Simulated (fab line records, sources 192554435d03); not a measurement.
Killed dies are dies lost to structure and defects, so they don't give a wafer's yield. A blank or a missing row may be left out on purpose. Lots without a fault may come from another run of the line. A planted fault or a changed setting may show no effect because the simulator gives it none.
fab line records | flow n5_finfet
record lots=7 wafers=21
route steps=1938 shown ZERO_LAYER@9 WELL_APT@40 FIN_SAQP@98 FIN_CUT@154
start_h: hours from the record's first day to the start of the lot's first wafer shown | wait_h: hours since the lot's step before | " the same as in the row above | L1.1+2: a row that stands for several wafers | - no value, or no start given | * or withheld: withheld | < > ~ a bound
route shown NAME@n: a module of which the file shows steps, and the number in the route of the first | usual: mean/standard deviation of fault-free wafers | same: alike in all rows | chamber/n: place in a boat | sites: the reading at each site | _std_site: their standard deviation | _edge_site: outer sites' mean less inner sites' | radius_mm: how far each site lies from the wafer's centre | mask NAME#n: copy n | behind: the tool/chamber that last shaped the wafer | hold: why the lot was held/for how many hours/how that ended | device: the transistor (n, p or np) that didn't switch | end of line: the same wafers' tests at the end of the route | a step without rows: its recipe alone | killed: dies lost to structure and defects at the first sort, not the wafer's yield | map: a wafer's dies, x killed, . not, _ none there
set.NAME: the setting as run; set.NAME@STEP: as run at that earlier step | model.NAME: the simulator's own value behind a step, which no gauge read
lots whose settings were changed on purpose; a table a step, a row a wafer
## steps
# step N5_ZERO_LAYER_EXPOSE_08
# recipe mask_id=ZERO na=0.55 source_shape=conventional sigma_outer=0.8 polarization=unpolarized defocus_nm=0 target_cd_nm=2000 dose_mj=16.2
# columns lot.wafer tool chamber start_h wait_h mask set.dose_mj
L074.1 krf_scanner-01 0 12.59 - ZERO#0 15.15
L074.4+5 " 0 " " ZERO#0 16.2
L080.2+5 krf_scanner-02 0 48.49 - ZERO#0 17.25
L080.4 " 0 " " ZERO#0 16.2
L081.2+5+6 krf_scanner-01 0 54.61 - ZERO#0 16.89
L085.3+4+6 krf_scanner-01 0 78.50 - ZERO#0 16.2
L087.1+2+4 krf_scanner-01 0 90.59 - ZERO#0 16.2
L091.1+6 krf_scanner-02 0 114.65 - ZERO#0 16.2
L091.2 " 0 " " ZERO#0 15.54
L095.2+3+6 krf_scanner-02 0 138.47 - ZERO#0 16.2
# step N5_ZERO_LAYER_DEVELOP_10
# recipe develop_time_s=60 rinse_liquid=diw dry=air_spin dev_temp_c=21
# columns lot.wafer tool chamber start_h wait_h set.develop_time_s
L074.1+4 litho_track-01 0 - - 50.94
L074.5 " 0 " " 60
L080.2+5 litho_track-02 0 - - 60
L080.4 " 0 " " 71.32
L081.2+6 litho_track-05 0 - - 66.17
L081.5 " 0 " " 60
L085.3+4 litho_track-05 0 - - 49.92
L085.6 " 0 " " 60
L087.1+2+4 litho_track-01 0 - - 60
L091.1+2+6 litho_track-01 0 - - 60
L095.2+3 litho_track-01 0 - - 46.83
L095.6 " 0 " " 60
# step N5_ZERO_LAYER_HARDBAKE_23
# recipe temp_c=130 time_s=120
# step N5_ZERO_LAYER_CD_MEAS_11
# recipe target_cd_nm=2000 landing_energy_ev=500 detector=se_inlens
# usual cd_nm=1999.6/1.5
# columns lot.wafer tool chamber start_h wait_h set.dose_mj@ZERO_LAYER_EXPOSE_08 set.develop_time_s@ZERO_LAYER_DEVELOP_10 cd_nm
L074.1 cd_sem-02 0 12.77 - 15.15 50.94 1983.6
L074.4 " 0 " " 16.2 50.94 1996.1
L074.5 " 0 " " 16.2 60 1998.5
L080.2 cd_sem-01 0 48.67 - 17.25 60 2011.3
L080.4 " 0 " " 16.2 71.32 2002.7
L080.5 " 0 " " 17.25 60 2013.2
L081.2 cd_sem-01 0 54.78 - 16.89 66.17 2008.9
L081.5 " 0 " " 16.89 60 2007.2
L081.6 " 0 " " 16.89 66.17 2009.4
L085.3 cd_sem-01 0 78.66 - 16.2 49.92 1994.0
L085.4 " 0 " " 16.2 49.92 1995.2
L085.6 " 0 " " 16.2 60 1999.6
L087.1 cd_sem-03 0 90.77 - 16.2 60 1999.8
L087.2 " 0 " " 16.2 60 1997.7
L087.4 " 0 " " 16.2 60 1999.3
L091.1 cd_sem-03 0 114.83 - 16.2 60 1999.7
L091.2 " 0 " " 15.54 60 1991.7
L091.6 " 0 " " 16.2 60 1999.7
L095.2 cd_sem-03 0 138.64 - 16.2 46.83 1994.7
L095.3 " 0 " " 16.2 46.83 1993.1
L095.6 " 0 " " 16.2 60 2000.5
# step N5_ZERO_LAYER_DESCUM_16
# recipe chemistry=O2 time_s=7.9 source_power_w=50 bias_power_w=20 pressure_mtorr=20 rf_frequency_hz=2.712e+07 temp_c=40 o2_flow_sccm=225
# columns lot.wafer tool chamber start_h wait_h set.dose_mj@ZERO_LAYER_EXPOSE_08 set.develop_time_s@ZERO_LAYER_DEVELOP_10 model.ZERO_LAYER.cd_nm
L074.1 rie_diel-06 0 12.81 0.0 15.15 50.94 1984
L074.4 " 2 " " 16.2 50.94 1996
L074.5 " 0 " " 16.2 60 1999
L080.2 rie_diel-04 1 48.76 0.1 17.25 60 2011
L080.4 " 1 " " 16.2 71.32 2003
L080.5 " 0 " " 17.25 60 2013
L081.2+6 rie_diel-04 2 54.82 0.0 16.89 66.17 2009
L081.5 " 0 " " 16.89 60 2007
L085.3 rie_diel-04 1 78.74 0.1 16.2 49.92 1994
L085.4 " 1 " " 16.2 49.92 1995
L085.6 " 0 " " 16.2 60 1999
L087.1+4 rie_diel-04 2,0 90.80 0.0 16.2 60 2000
L087.2 " 0 " " 16.2 60 1998
L091.1+6 rie_diel-06 2,0 114.86 0.0 16.2 60 2000
L091.2 " 3 " " 15.54 60 1992
L095.2 rie_diel-06 2 138.68 0.0 16.2 46.83 1995
L095.3 " 0 " " 16.2 46.83 1993
L095.6 " 1 " " 16.2 60 2000
# step N5_ZERO_LAYER_ETCH_17
# recipe chemistry=CF4 target=SiO2 target_depth_a=120 time_s=13.3 ion_energy_ev=350 pressure_mtorr=40 source_w=450 bias_w=215 Ar_flow_sccm=100 cf4_flow_sccm=100
# columns lot.wafer tool chamber start_h wait_h set.dose_mj@ZERO_LAYER_EXPOSE_08 set.develop_time_s@ZERO_LAYER_DEVELOP_10 model.ZERO_LAYER.cd_nm
L074.1 rie_diel-06 0 12.85 0.0 15.15 50.94 1984
L074.4 " 2 " " 16.2 50.94 1996
L074.5 " 0 " " 16.2 60 1999
L080.2 rie_diel-04 1 48.80 0.0 17.25 60 2011
L080.4 " 1 " " 16.2 71.32 2003
L080.5 " 0 " " 17.25 60 2013
L081.2+6 rie_diel-04 2 54.86 0.0 16.89 66.17 2009
L081.5 " 0 " " 16.89 60 2007
L085.3 rie_diel-04 1 78.78 0.0 16.2 49.92 1994
L085.4 " 1 " " 16.2 49.92 1995
L085.6 " 0 " " 16.2 60 2000
L087.1+4 rie_diel-04 2,0 90.84 0.0 16.2 60 2000
L087.2 " 0 " " 16.2 60 1998
L091.1+6 rie_diel-06 2,0 114.90 0.0 16.2 60 2000
L091.2 " 3 " " 15.54 60 1992
L095.2 rie_diel-06 2 138.71 0.0 16.2 46.83 1995
L095.3 " 0 " " 16.2 46.83 1993
L095.6 " 1 " " 16.2 60 2001
# step N5_ZERO_LAYER_ETCH_18
# recipe chemistry=HBr/Cl2 target=Si target_depth_a=1200 time_s=40 pressure_mtorr=10 icp_w=800 bias_w=75 HBr_flow_sccm=150 Cl2_flow_sccm=80
# columns lot.wafer tool chamber start_h wait_h set.dose_mj@ZERO_LAYER_EXPOSE_08 set.develop_time_s@ZERO_LAYER_DEVELOP_10 model.ZERO_LAYER.cd_nm
L074.1 rie_si-03 2 12.92 0.0 15.15 50.94 1984
L074.4 " 1 " " 16.2 50.94 1996
L074.5 " 2 " " 16.2 60 1999
L080.2 rie_si-05 2 48.87 0.0 17.25 60 2011
L080.4 " 0 " " 16.2 71.32 2003
L080.5 " 2 " " 17.25 60 2013
L081.2+6 rie_si-05 2 54.93 0.0 16.89 66.17 2009
L081.5 " 3 " " 16.89 60 2007
L085.3 rie_si-05 0 78.85 0.0 16.2 49.92 1994
L085.4 " 2 " " 16.2 49.92 1995
L085.6 " 3 " " 16.2 60 1999
L087.1+4 rie_si-05 1,3 90.91 0.0 16.2 60 2000
L087.2 " 0 " " 16.2 60 1998
L091.1+6 rie_si-05 3,1 114.97 0.0 16.2 60 2000
L091.2 " 2 " " 15.54 60 1992
L095.2 rie_si-03 2 138.79 0.0 16.2 46.83 1995
L095.3 " 0 " " 16.2 46.83 1993
L095.6 " 2 " " 16.2 60 2001
# step N5_WELL_APT_PEB_23
# recipe peb_temp_c=130 peb_time_s=90
# columns lot.wafer tool chamber start_h wait_h set.peb_temp_c
L074.1+5 litho_track-04 0 14.82 0.1 130
L074.4 " 0 " " 132.1
L080.2+4+5 litho_track-04 0 50.85 0.0 128.9
L081.2 litho_track-04 0 56.95 0.0 130
L081.5+6 " 0 " " 131.3
L085.3 litho_track-02 0 81.51 0.0 130
L085.4+6 " 0 " " 128.4
L087.1+2+4 litho_track-04 0 93.10 0.1 130
L091.1+2+6 litho_track-03 0 117.02 0.1 130
L095.2 litho_track-04 0 141.38 0.0 126.8
L095.3+6 " 0 " " 130
# step N5_WELL_APT_DEVELOP_24
# recipe develop_time_s=45 rinse_liquid=surfactant_rinse dry=air_spin dev_temp_c=21
# step N5_WELL_APT_HARDBAKE_29
# recipe temp_c=130 time_s=120
# step N5_WELL_APT_CD_MEAS_25
# recipe target_cd_nm=200 landing_energy_ev=500 detector=se_inlens
# usual cd_nm=199.9/1.4
# columns lot.wafer tool chamber start_h wait_h set.peb_temp_c@WELL_APT_PEB_23 cd_nm
L074.1 cd_sem-01 0 14.93 - 130 199.1
L074.4 " 0 " " 132.1 209.5
L074.5 " 0 " " 130 200.6
L080.2 cd_sem-01 0 50.97 - 128.9 192.9
L080.4 " 0 " " 128.9 194.7
L080.5 " 0 " " 128.9 195.2
L081.2 cd_sem-01 0 57.07 - 130 198.7
L081.5 " 0 " " 131.3 204.5
L081.6 " 0 " " 131.3 205.4
L085.3 cd_sem-03 0 81.63 - 130 200.7
L085.4 " 0 " " 128.4 190.0
L085.6 " 0 " " 128.4 190.1
L087.1 cd_sem-03 0 93.22 - 130 199.8
L087.2 " 0 " " 130 199.7
L087.4 " 0 " " 130 201.2
L091.1 cd_sem-03 0 117.13 - 130 199.4
L091.2 " 0 " " 130 200.4
L091.6 " 0 " " 130 198.5
L095.2 cd_sem-01 0 141.49 - 126.8 180.9
L095.3 " 0 " " 130 198.9
L095.6 " 0 " " 130 199.1
# step N5_WELL_APT_DESCUM_30
# recipe chemistry=O2 time_s=7.9 source_power_w=50 bias_power_w=20 pressure_mtorr=20 rf_frequency_hz=2.712e+07 temp_c=40 o2_flow_sccm=225
# columns lot.wafer tool chamber start_h wait_h set.peb_temp_c@WELL_APT_PEB_23 model.WELL_APT.cd_nm
L074.1 rie_diel-02 0 15.02 0.0 130 199.3
L074.4 " 1 " " 132.1 209.3
L074.5 " 1 " " 130 200.3
L080.2 rie_diel-02 1 51.05 0.0 128.9 192.9
L080.4 " 2 " " 128.9 194.9
L080.5 " 3 " " 128.9 195.5
L081.2 rie_diel-01 2 57.19 0.1 130 198.8
L081.5 " 1 " " 131.3 204.5
L081.6 " 0 " " 131.3 205.6
L085.3 rie_diel-01 0 82.17 0.5 130 200.9
L085.4 " 0 " " 128.4 190.4
L085.6 " 2 " " 128.4 189.7
L087.1 rie_diel-02 1 93.31 0.0 130 200.1
L087.2 " 2 " " 130 199.6
L087.4 " 0 " " 130 200.8
L091.1 rie_diel-03 2 117.22 0.0 130 199.2
L091.2 " 0 " " 130 200.3
L091.6 " 0 " " 130 198.5
L095.2 rie_diel-01 2 142.20 0.7 126.8 181
L095.3 " 3 " " 130 199.3
L095.6 " 2 " " 130 199
# step N5_FIN_SAQP_PECVD_47
# recipe material=a-Si target_thk_a=450 temp_c=400 precursor=SiH4/He pressure_torr=3 rf_w=100 time_s=36.3
# columns lot.wafer tool chamber start_h wait_h set.time_s model.a-Si_of_FIN_SAQP_PECVD_47.thk_nm
L074.1 pecvd-04 2 21.65 0.0 40.33 49.19
L074.4 " 1 " " 40.33 49.5
L074.5 " 2 " " 36.3 44.88
L080.2 pecvd-03 2 57.28 0.0 36.3 45.66
L080.4 " 2 " " 39.49 50.38
L080.5 " 1 " " 39.49 49.74
L081.2 pecvd-01 2 63.04 0.0 33.3 41.12
L081.5 " 0 " " 33.3 43.04
L081.6 " 1 " " 36.3 45.37
L085.3 pecvd-03 1 89.64 0.0 36.3 43.8
L085.4 " 0 " " 36.3 45.18
L085.6 " 2 " " 36.3 45.35
L087.1 pecvd-03 2 99.04 0.0 36.3 45.01
L087.2 " 1 " " 36.3 44.52
L087.4 " 2 " " 36.3 45.17
L091.1 pecvd-01 2 124.39 0.0 36.3 44.95
L091.2 " 1 " " 33.76 41.23
L091.6 " 2 " " 36.3 45.92
L095.2 pecvd-04 2 148.04 0.0 36.3 44.01
L095.3 " 0 " " 30.9 38.01
L095.6 " 1 " " 36.3 45.03
# step N5_FIN_SAQP_COAT_49
# recipe resist=SOC temp_c=250 time_s=60 spin_rpm=1500 resist_thk_nm=100
# columns lot.wafer tool chamber start_h wait_h set.time_s
L074.1+5 litho_track-02 0 21.93 0.1 60
L074.4 " 0 " " 51.51
L080.2+4 litho_track-01 0 57.56 0.1 60
L080.5 " 0 " " 64.44
L081.2+5 litho_track-03 0 63.32 0.1 51.28
L081.6 " 0 " " 60
L085.3+4 litho_track-02 0 89.93 0.1 60
L085.6 " 0 " " 67.04
L087.1+2+4 litho_track-03 0 99.32 0.1 60
L091.1+2+6 litho_track-02 0 124.67 0.1 60
L095.2+3 litho_track-01 0 148.32 0.1 60
L095.6 " 0 " " 66
# step N5_FIN_SAQP_COAT_50
# recipe resist=SiARC temp_c=220 time_s=60 spin_rpm=1500 resist_thk_nm=35
# step N5_FIN_SAQP_COAT_10
# recipe resist=CAR-ArF spin_rpm=1500 resist_thk_nm=90
# step N5_FIN_SAQP_ETCH_57
# recipe chemistry=CH3F/O2 target=SiNx mask_material=SiO2 target_depth_a=325 time_s=46.4 pressure_mtorr=30 source_w=395 bias_w=73 Ar_flow_sccm=150 CH3F_flow_sccm=30 O2_flow_sccm=20 ion_energy_ev=120 ends=cleared
# step N5_FIN_SAQP_ETCH_65
# recipe chemistry=CF4 target=SiO2 target_depth_a=40 ion_energy_ev=350 time_s=4.4 pressure_mtorr=10 icp_w=800 bias_w=400 cf4_flow_sccm=80
# step N5_FIN_SAQP_MANDREL_ETCH_58
# recipe chemistry=HBr/Cl2 target=a-Si target_depth_a=450 bt_time_s=10 stop_on=SiNx mask_material=SiO2 over_etch_frac=0.8 time_s=27 pressure_mtorr=10 icp_w=800 bias_w=75 HBr_flow_sccm=150 Cl2_flow_sccm=80 ends=end_point
# usual oes_product_au=0.695/0.011
# columns lot.wafer tool chamber start_h wait_h set.time_s@FIN_SAQP_PECVD_47 oes_product_au model.etch.depth_nm
L074.1 rie_si-06 3 26.38 0.0 40.33 0.735 49.19
L074.4 " 0 " " 40.33 0.725 49.5
L074.5 " 0 " " 36.3 0.690 44.88
L080.2 rie_si-06 1 60.91 0.0 36.3 0.704 45.66
L080.4 " 0 " " 39.49 0.741 50.38
L080.5 " 3 " " 39.49 0.742 49.74
L081.2 rie_si-06 2 66.16 0.0 33.3 0.670 41.12
L081.5 " 0 " " 33.3 0.673 43.04
L081.6 " 1 " " 36.3 0.696 45.37
L085.3 rie_si-05 1 93.63 0.0 36.3 0.688 43.8
L085.4 " 0 " " 36.3 0.699 45.18
L085.6 " 0 " " 36.3 0.702 45.35
L087.1 rie_si-06 0 102.29 0.0 36.3 0.688 45.01
L087.2 " 2 " " 36.3 0.698 44.52
L087.4 " 1 " " 36.3 0.700 45.17
L091.1 rie_si-06 2 127.46 0.0 36.3 0.699 44.95
L091.2 " 0 " " 33.76 0.654 41.23
L091.6 " 3 " " 36.3 0.712 45.92
L095.2 rie_si-03 1 151.74 0.0 36.3 0.697 44.01
L095.3 " 0 " " 30.9 0.638 38.01
L095.6 " 0 " " 36.3 0.696 45.03
# step N5_FIN_CUT_COAT_18
# recipe resist=SOC temp_c=250 time_s=60 spin_rpm=1500 resist_thk_nm=230
# columns lot.wafer tool chamber start_h wait_h set.spin_rpm model.SOC_of_FIN_CUT_COAT_18.thk_nm
L074.1+5 litho_track-03 0 29.39 0.0 1500 229
L074.4 " 0 " " 1500 229.6
L080.2 litho_track-03 0 63.02 0.0 1500 229.2
L080.4 " 0 " " 1500 229.4
L080.5 " 0 " " 1500 229
L081.2+6 litho_track-03 0 68.69 0.0 1500 230
L081.5 " 0 " " 1455 233.4
L085.3 litho_track-04 0 96.52 0.0 1388 240
L085.4+6 " 0 " " 1500 230.2
L087.1 litho_track-04 0 104.26 0.0 1500 230.8
L087.2 " 0 " " 1500 229.8
L087.4 " 0 " " 1500 231
L091.1 litho_track-03 0 129.56 0.0 1500 230.8
L091.2 " 0 " " 1500 231.4
L091.6 " 0 " " 1500 231
L095.2 litho_track-05 0 154.49 0.0 1500 228.8
L095.3+6 " 0 " " 1500 228.6
## key
split step=N5_ZERO_LAYER_EXPOSE_08 setting=dose_mj stated=16.2 by=wafer
response step=N5_ZERO_LAYER_CD_MEAS_11 reading=cd_nm change=+1.82 per=1% r=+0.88
response step=N5_ZERO_LAYER_DESCUM_16 reading=model.ZERO_LAYER.cd_nm change=+1.79 per=1% r=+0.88
response step=N5_ZERO_LAYER_ETCH_17 reading=model.ZERO_LAYER.cd_nm slope=+1.96 per=1% together_with=develop_time_s@ZERO_LAYER_DEVELOP_10 explained=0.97
response step=N5_ZERO_LAYER_ETCH_18 reading=model.ZERO_LAYER.cd_nm slope=+1.97 per=1% together_with=develop_time_s@ZERO_LAYER_DEVELOP_10 explained=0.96
split step=N5_ZERO_LAYER_DEVELOP_10 setting=develop_time_s stated=60 by=wafer
response step=N5_ZERO_LAYER_CD_MEAS_11 reading=cd_nm slope=+0.237 per=1% together_with=dose_mj@ZERO_LAYER_EXPOSE_08 explained=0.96
response step=N5_ZERO_LAYER_DESCUM_16 reading=model.ZERO_LAYER.cd_nm slope=+0.235 per=1% together_with=dose_mj@ZERO_LAYER_EXPOSE_08 explained=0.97
response step=N5_ZERO_LAYER_ETCH_17 reading=model.ZERO_LAYER.cd_nm slope=+0.234 per=1% together_with=dose_mj@ZERO_LAYER_EXPOSE_08 explained=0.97
response step=N5_ZERO_LAYER_ETCH_18 reading=model.ZERO_LAYER.cd_nm slope=+0.233 per=1% together_with=dose_mj@ZERO_LAYER_EXPOSE_08 explained=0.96
split step=N5_WELL_APT_PEB_23 setting=peb_temp_c stated=130 by=wafer
response step=N5_WELL_APT_CD_MEAS_25 reading=cd_nm change=+7.1 per=1% r=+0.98
response step=N5_WELL_APT_DESCUM_30 reading=model.WELL_APT.cd_nm change=+7.15 per=1% r=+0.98
split step=N5_FIN_SAQP_PECVD_47 setting=time_s stated=36.3 by=wafer
response step=N5_FIN_SAQP_PECVD_47 reading=model.a-Si_of_FIN_SAQP_PECVD_47.thk_nm change=+0.448 per=1% r=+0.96
response step=N5_FIN_SAQP_MANDREL_ETCH_58 reading=oes_product_au change=+0.00409 per=1% r=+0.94
response step=N5_FIN_SAQP_MANDREL_ETCH_58 reading=model.etch.depth_nm change=+0.448 per=1% r=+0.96
split step=N5_FIN_SAQP_COAT_49 setting=time_s stated=60 by=wafer
response none clear
split step=N5_FIN_CUT_COAT_18 setting=spin_rpm stated=1500 by=wafer
response step=N5_FIN_CUT_COAT_18 reading=model.SOC_of_FIN_CUT_COAT_18.thk_nm change=-1.29 per=1% r=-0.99
